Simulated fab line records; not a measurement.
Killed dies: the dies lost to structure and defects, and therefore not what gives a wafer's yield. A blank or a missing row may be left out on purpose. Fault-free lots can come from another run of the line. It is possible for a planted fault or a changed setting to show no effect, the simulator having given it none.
Chamber matching -- flow nand_harc -- NHARC_P_BONDPAD_ETCH_37 on rie_diel-08 has 4 sister chambers
The step etches the open film in N2/H2, target depth 60 nm, overetch 18 nm, time 65.91 s. 4 wafers are shown with their chamber, then 9 later ones without.

## WAFERS, EACH WITH ITS CHAMBER
wafer,chamber,drypump_motor_current_A (A)
L083.5,0,5.42
L085.2,1,5.47
L085.3,3,6.17
L085.4,2,5.98

## WAFERS WHOSE CHAMBER IS MISSING
wafer,drypump_motor_current_A (A)
L086.2,5.43
L086.4,5.44
L086.5,6.18
L093.2,5.42
L093.3,5.96
L093.5,6.01
L096.2,6.16
L096.3,5.97
L096.6,5.40

## THE CHAMBER EACH PASSED THROUGH
wafer,from the rows above,in truth
L086.2,can't be placed: 0 or 1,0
L086.4,can't be placed: 0 or 1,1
L086.5,3,3
L093.2,0,0
L093.3,2,2
L093.5,2,2
L096.2,3,3
L096.3,2,2
L096.6,0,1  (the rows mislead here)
6 of 9 placed correctly. These rows do not allow placing 2 (true chamber among the candidates in 2). 1 placed wrongly.
How it was worked out, from the rows above alone: a wafer's distance from a chamber is the root of the sum, over the readings, of the square of ((its reading less the chamber's mean) divided by the reading's scatter). If the next closest chamber is less than 2 further off than the closest, the wafer can't be placed; otherwise it belongs to the closest. Each chamber's mean is taken over the wafers shown for it. The scatter: root of mean squared gap, hidden wafer to nearest shown wafer, with one shown wafer a chamber.
